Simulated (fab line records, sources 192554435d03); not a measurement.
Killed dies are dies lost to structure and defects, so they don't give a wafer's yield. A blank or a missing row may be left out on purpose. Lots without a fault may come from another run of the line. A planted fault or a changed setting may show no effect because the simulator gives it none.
Chamber matching | flow n5_finfet | N5_BEOL_M8_DESCUM_16 on rie_diel-04: 4 sister chambers
The step chemistry O2, time 7.9 s. 20 wafers are shown with their chamber, then 10 later ones without.

WAFERS WITH THEIR CHAMBER
wafer  | chamber | throttle_valve_pct (%) | showerhead_plenum_p_Torr (Torr) | oes_product_au (a.u.)
L075.2 | 0       | 20.23                  | 2.07                            | 0.94
L075.4 | 2       | 20.90                  | 1.98                            | 0.71
L075.5 | 2       | 20.88                  | 1.99                            | 0.71
L078.1 | 0       | 20.23                  | 2.07                            | 0.92
L078.3 | 2       | 20.89                  | 1.98                            | 0.71
L078.5 | 1       | 20.35                  | 2.12                            | 0.89
L082.2 | 3       | 20.13                  | 2.04                            | 0.85
L082.3 | 2       | 20.91                  | 1.98                            | 0.71
L082.4 | 1       | 20.33                  | 2.12                            | 0.87
L083.1 | 2       | 20.92                  | 1.98                            | 0.71
L083.2 | 3       | 20.13                  | 2.04                            | 0.86
L083.4 | 1       | 20.35                  | 2.11                            | 0.87
L095.2 | 0       | 20.26                  | 2.06                            | 0.87
L095.5 | 2       | 20.94                  | 1.97                            | 0.68
L095.6 | 3       | 20.19                  | 2.03                            | 0.82
L085.2 | 0       | 20.27                  | 2.06                            | 0.87
L085.4 | 3       | 20.19                  | 2.03                            | 0.82
L085.6 | 0       | 20.28                  | 2.06                            | 0.86
L087.1 | 0       | 20.28                  | 2.05                            | 0.85
L087.2 | 1       | 20.41                  | 2.10                            | 0.83

SIGNATURES (means of the wafers above)
reading                  | chamber 0 | chamber 1 | chamber 2 | chamber 3 | scatter within a chamber
throttle_valve_pct       | 20.2583   | 20.3600   | 20.9067   | 20.1600   | 0.0276
showerhead_plenum_p_Torr | 2.0617    | 2.1125    | 1.9800    | 2.0350    | 0.00732
oes_product_au           | 0.8850    | 0.8650    | 0.7050    | 0.8375    | 0.0256
Rule: a wafer's distance from a chamber is the root of the sum, over the readings, of the square of ((its reading less the chamber's mean) divided by the reading's scatter). The wafer belongs to the nearest chamber; if the next one is less than 2 further off, it can't be placed. The scatter: the root of (the sum of the squares of (reading less its chamber's mean) over the shown wafers, divided by (wafers less chambers)).

WAFERS WITHOUT THEIR CHAMBER
wafer  | throttle_valve_pct (%) | showerhead_plenum_p_Torr (Torr) | oes_product_au (a.u.)
L087.3 | 20.18                  | 2.03                            | 0.81
L093.2 | 20.41                  | 2.10                            | 0.82
L093.3 | 20.27                  | 2.05                            | 0.86
L093.6 | 20.20                  | 2.03                            | 0.80
L086.3 | 20.64                  | 2.23                            | 0.96
L086.4 | 20.20                  | 2.03                            | 0.80
L086.5 | 20.29                  | 2.05                            | 0.85
L097.1 | 20.21                  | 2.03                            | 0.81
L097.3 | 20.29                  | 2.05                            | 0.85
L097.6 | 20.30                  | 2.05                            | 0.85

WHICH CHAMBER EACH WENT THROUGH
wafer  | from the rows above | in truth
L087.3 | 3                   | 3
L093.2 | 1                   | 1
L093.3 | 0                   | 0
L093.6 | 3                   | 3
L086.3 | 1                   | 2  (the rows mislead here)
L086.4 | 3                   | 3
L086.5 | 0                   | 0
L097.1 | 3                   | 3
L097.3 | 0                   | 0
L097.6 | 0                   | 0
Placed correctly: 9 of 10. Can't be placed from these rows: 0. Placed wrongly: 1.
